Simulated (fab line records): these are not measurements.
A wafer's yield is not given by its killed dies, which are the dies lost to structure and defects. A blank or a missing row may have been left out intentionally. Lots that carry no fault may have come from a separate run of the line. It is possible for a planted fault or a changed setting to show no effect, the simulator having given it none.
Split-lot experiment -- flow n5-finfet -- on a route of 1938 steps: 7 lots, 39 wafers read

== ON THE SPLIT ==
At N5_DUMMY_GATE_HM_DEP_06 (deposits SiNx from DCS/NH3, target thk 80 nm, time 5141 s), the setting target-thk-a was moved away from the recipe's 800 angstrom on 12 of the 39 wafers read, by -5.0% to +10.9%. All remaining wafers had this setting at the recipe value.

The reading is taken at the split's own step.

== THE READING ==
SiNx_of_DUMMY_GATE_HM_DEP_06.thk-nm (the simulator's own value, which no gauge read), in nm, at N5_DUMMY_GATE_HM_DEP_06 (deposits SiNx from DCS/NH3, target thk 80 nm, time 5141 s). The file does not state a usual value for it. Here, 27 wafers ran the recipe; their average is 80.0 nm with a standard deviation of 0.95 nm.

wafer,"tool, chamber at the split","target-thk-a as run, angstrom",against the recipe,"SiNx_of_DUMMY_GATE_HM_DEP_06.thk-nm, nm",against lot-mates on the recipe
L074.1,"-, -",800,recipe,80.4,-
L074.6,"-, -",800,recipe,80.4,-
L074.2,"-, -",800,recipe,81,-
L074.5,"-, -",800,recipe,81,-
L074.3,"-, -",800,recipe,81.6,-
L074.4,"-, -",800,recipe,80.6,-
L076.3,"lpcvd-02, 1/25",800,recipe,79.6,-
L076.4,"lpcvd-02, 1/29",800,recipe,79.2,-
L076.6,"lpcvd-02, 1/39",800,recipe,80.2,-
L082.1,"-, -",800,recipe,79.6,-
L082.2,"-, -",800,recipe,79.6,-
L082.3,"-, -",800,recipe,79.8,-
L082.4,"-, -",800,recipe,80.4,-
L082.5,"-, -",800,recipe,80,-
L082.6,"-, -",800,recipe,79.4,-
L084.1,"-, -",887.2,+10.9%,87,no lot-mate on the recipe
L084.2,"-, -",887.2,+10.9%,87.2,no lot-mate on the recipe
L084.6,"-, -",887.2,+10.9%,87.2,no lot-mate on the recipe
L084.3,"-, -",887.2,+10.9%,87.6,no lot-mate on the recipe
L084.4,"-, -",887.2,+10.9%,87.6,no lot-mate on the recipe
L084.5,"-, -",887.2,+10.9%,87.6,no lot-mate on the recipe
L087.1,"-, -",800,recipe,78,-
L087.2,"-, -",800,recipe,78.6,-
L087.6,"-, -",800,recipe,78.6,-
L087.3,"-, -",800,recipe,78.2,-
L087.4,"-, -",800,recipe,79.4,-
L087.5,"-, -",800,recipe,79.2,-
L092.1,"-, -",800,recipe,80.4,-
L092.4,"-, -",800,recipe,80.4,-
L092.2,"-, -",800,recipe,81.6,-
L092.3,"-, -",800,recipe,80.8,-
L092.5,"-, -",800,recipe,80.8,-
L092.6,"-, -",800,recipe,81,-
L095.1,"-, -",759.8,-5.0%,75.2,no lot-mate on the recipe
L095.3,"-, -",759.8,-5.0%,75.2,no lot-mate on the recipe
L095.2,"-, -",759.8,-5.0%,75,no lot-mate on the recipe
L095.4,"-, -",759.8,-5.0%,75.8,no lot-mate on the recipe
L095.5,"-, -",759.8,-5.0%,75.6,no lot-mate on the recipe
L095.6,"-, -",759.8,-5.0%,76.2,no lot-mate on the recipe

THE FIT
A straight line over all 39 wafers: SiNx_of_DUMMY_GATE_HM_DEP_06.thk-nm changes by +0.723 nm for each +1% of target-thk-a; r = +0.97; the points scatter about the line by 0.9 nm.
Too few moved wafers with a lot-mate on the recipe to fit a line net of each lot's own level.

== FILE'S OWN FIT ==
SiNx_of_DUMMY_GATE_HM_DEP_06.thk-nm changes by +0.723 nm for each +1% of target-thk-a, r = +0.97.
